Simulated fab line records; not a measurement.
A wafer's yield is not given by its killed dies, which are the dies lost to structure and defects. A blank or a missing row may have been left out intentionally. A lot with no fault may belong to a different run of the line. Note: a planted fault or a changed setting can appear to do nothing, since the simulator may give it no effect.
What tool caused it? -- flow nand harc -- 6 lots, 17 wafers sampled, at 2 steps of a route of 1302

WHAT THE GAUGES READ, wafer by wafer
NHARC_P_M1_INSPECT_27.
lot,measured,on,raw defect count
L399,day 6 17:31,defect inspect-01,131 332 129
L403,day 8 10:08,defect inspect-01,628 257 435
L406,day 9 22:38,defect inspect-01,225 156 237
L408,day 10 19:09,defect inspect-01,382 285 645
L415,day 13 09:47,defect inspect-01,204 357
L420,day 15 17:56,defect inspect-02,284 494 221

TOOL THAT RAN EACH LOT (tool first, then ch and the chambers of the sampled wafers, then the start)
lot,NHARC_P_M1_PRE_CLEAN_30
L399,"pvd sputter-01, day 6 17:31 or earlier"
L403,"pvd sputter-01, day 8 10:08 or earlier"
L406,"pvd sputter-01, day 9 22:38 or earlier"
L408,"pvd sputter-02, day 10 19:09 or earlier"
L415,"pvd sputter-02, day 13 09:47 or earlier"
L420,"pvd sputter-02, day 15 17:56 or earlier"
- NHARC_P_M1_PRE_CLEAN_30: time 30 s.

THE ANSWER, worked out from the rows above alone
Rule: the lots themselves supply what counts as usual. The widest of any qualifying gaps counts: lots, ordered by their means at a reading, are off when they make up no more than a third of the lots, leave a main group of 4 or more, and stand apart from it by 3 or more times the standard deviation of that group's means. A main group whose means are all the same, to the digits that the tables above print for the reading, isn't used. A lot without any number at a reading at which 4 lots or more have one is off too. All remaining lots with rows at the step are treated as sound.
No lot is off at any reading shown: from this, nothing can be told.

WHAT THE SIMULATOR HAD PUT IN
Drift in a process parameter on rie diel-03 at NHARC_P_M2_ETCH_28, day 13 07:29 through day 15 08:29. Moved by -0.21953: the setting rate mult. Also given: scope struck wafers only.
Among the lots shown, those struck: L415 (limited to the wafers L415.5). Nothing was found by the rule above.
